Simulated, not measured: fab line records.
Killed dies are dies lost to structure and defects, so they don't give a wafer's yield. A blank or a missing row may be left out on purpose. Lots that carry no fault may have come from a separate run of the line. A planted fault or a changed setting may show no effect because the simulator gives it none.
Chamber matching    flow n5 finfet    rie diel-03 running N5_GATE_CUT_ETCH_28: 4 sister chambers
The step etches underlayer in N2/H2, target depth 13 nm, time 10.4 s. 4 wafers are shown with their chamber, then 12 later ones without.

== WAFERS PAIRED WITH THEIR CHAMBERS ==
wafer   chamber  throttle valve pct (%)
L083.5  1        18.24
L085.1  2        17.79
L086.4  3        17.78
L086.6  0        18.30

== WAFERS WITH NO CHAMBER GIVEN ==
wafer   throttle valve pct (%)
L090.1  18.32
L090.2  17.79
L090.3  17.78
L091.1  17.79
L091.3  18.31
L091.6  18.30
L093.1  17.79
L093.4  17.81
L093.6  17.83
L095.2  17.80
L095.4  18.33
L095.5  18.32

== WHICH CHAMBER EACH ONE RAN IN ==
wafer   from the rows above      in truth
L090.1  0                        0
L090.2  can't be placed: 2 or 3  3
L090.3  can't be placed: 3 or 2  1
L091.1  can't be placed: 2 or 3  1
L091.3  0                        0
L091.6  0                        0
L093.1  can't be placed: 2 or 3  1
L093.4  can't be placed: 2 or 3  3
L093.6  can't be placed: 2 or 3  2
L095.2  can't be placed: 2 or 3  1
L095.4  0                        0
L095.5  0                        0
5 of 12 placed correctly. From these rows, 7 cannot be placed; in 3 the true chamber is one of the candidates. Placed wrongly: 0.
How it was worked out, from the rows above alone: a wafer's distance from a chamber is the root of the sum, over the readings, of the square of ((its reading less the chamber's mean) divided by the reading's scatter). If the next closest chamber is less than 2 further off than the closest, the wafer can't be placed; otherwise it belongs to the closest. The mean given for a chamber averages the wafers shown for that chamber. The scatter: with one shown wafer a chamber, the root of the mean of the squares of how far each hidden wafer lies from its nearest shown one.
